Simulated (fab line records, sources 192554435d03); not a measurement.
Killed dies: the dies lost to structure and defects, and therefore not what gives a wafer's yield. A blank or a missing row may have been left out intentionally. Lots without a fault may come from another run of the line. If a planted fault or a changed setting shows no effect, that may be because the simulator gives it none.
Matching of chambers || flow n5_finfet || cmp-03 running N5_GATE_CUT_CMP_43: 4 sister chambers
The step polishes SiO2. 14 wafers are shown with their chamber, then 7 later ones without.

== WAFERS, EACH WITH ITS CHAMBER ==
{"wafer": "L078.2", "chamber": 3, "motor_current_A (A)": 9.7, "slurry_filter_dp_kPa (kPa)": 13.41}
{"wafer": "L078.4", "chamber": 1, "motor_current_A (A)": 13.0, "slurry_filter_dp_kPa (kPa)": 13.41}
{"wafer": "L078.6", "chamber": 0, "motor_current_A (A)": 11.8, "slurry_filter_dp_kPa (kPa)": 13.60}
{"wafer": "L083.2", "chamber": 0, "motor_current_A (A)": 11.6, "slurry_filter_dp_kPa (kPa)": 13.77}
{"wafer": "L083.4", "chamber": 1, "motor_current_A (A)": 12.8, "slurry_filter_dp_kPa (kPa)": 13.54}
{"wafer": "L083.6", "chamber": 2, "motor_current_A (A)": 12.6, "slurry_filter_dp_kPa (kPa)": 13.59}
{"wafer": "L086.1", "chamber": 0, "motor_current_A (A)": 11.6, "slurry_filter_dp_kPa (kPa)": 13.55}
{"wafer": "L086.3", "chamber": 1, "motor_current_A (A)": 13.2, "slurry_filter_dp_kPa (kPa)": 13.55}
{"wafer": "L086.5", "chamber": 1, "motor_current_A (A)": 13.5, "slurry_filter_dp_kPa (kPa)": 13.64}
{"wafer": "L090.3", "chamber": 0, "motor_current_A (A)": 11.4, "slurry_filter_dp_kPa (kPa)": 13.58}
{"wafer": "L090.4", "chamber": 1, "motor_current_A (A)": 12.8, "slurry_filter_dp_kPa (kPa)": 13.45}
{"wafer": "L090.6", "chamber": 3, "motor_current_A (A)": 10.2, "slurry_filter_dp_kPa (kPa)": 13.49}
{"wafer": "L092.3", "chamber": 1, "motor_current_A (A)": 12.4, "slurry_filter_dp_kPa (kPa)": 13.77}
{"wafer": "L092.5", "chamber": 2, "motor_current_A (A)": 12.5, "slurry_filter_dp_kPa (kPa)": 13.34}

SIGNATURES (averages over the wafers above)
{"reading": "motor_current_A", "chamber 0": 11.600, "chamber 1": 12.950, "chamber 2": 12.550, "chamber 3": 9.950, "scatter within a chamber": 0.304}
{"reading": "slurry_filter_dp_kPa", "chamber 0": 13.6250, "chamber 1": 13.5600, "chamber 2": 13.4650, "chamber 3": 13.4500, "scatter within a chamber": 0.122}
Rule: distance of a wafer from a chamber = root of the sum over the readings of ((wafer's reading minus chamber's mean) / reading's scatter) squared. If the next closest chamber is less than 2 further off than the closest, the wafer can't be placed; otherwise it belongs to the closest. How the scatter is found: for the shown wafers, subtract from each reading the mean of its chamber, square and add these, divide the total by (wafers less chambers), then take the root.

== WAFERS MISSING THEIR CHAMBER ==
{"wafer": "L092.6", "motor_current_A (A)": 13.2, "slurry_filter_dp_kPa (kPa)": 13.44}
{"wafer": "L096.1", "motor_current_A (A)": 11.1, "slurry_filter_dp_kPa (kPa)": 13.45}
{"wafer": "L096.2", "motor_current_A (A)": 10.3, "slurry_filter_dp_kPa (kPa)": 13.44}
{"wafer": "L096.5", "motor_current_A (A)": 9.9, "slurry_filter_dp_kPa (kPa)": 13.69}
{"wafer": "L097.3", "motor_current_A (A)": 13.2, "slurry_filter_dp_kPa (kPa)": 13.46}
{"wafer": "L097.4", "motor_current_A (A)": 12.4, "slurry_filter_dp_kPa (kPa)": 13.74}
{"wafer": "L097.5", "motor_current_A (A)": 13.3, "slurry_filter_dp_kPa (kPa)": 13.66}

== WHICH CHAMBER EACH ONE RAN IN ==
{"wafer": "L092.6", "from the rows above": "can't be placed: 1 or 2", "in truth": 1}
{"wafer": "L096.1", "from the rows above": "can't be placed: 0 or 3", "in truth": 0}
{"wafer": "L096.2", "from the rows above": 3, "in truth": 3}
{"wafer": "L096.5", "from the rows above": 3, "in truth": 3}
{"wafer": "L097.3", "from the rows above": "can't be placed: 1 or 2", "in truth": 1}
{"wafer": "L097.4", "from the rows above": "can't be placed: 2 or 1 or 0", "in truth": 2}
{"wafer": "L097.5", "from the rows above": "can't be placed: 1 or 2", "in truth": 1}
Placed correctly: 2 of 7. These rows do not allow placing 5 (true chamber among the candidates in 5). 0 placed wrongly.
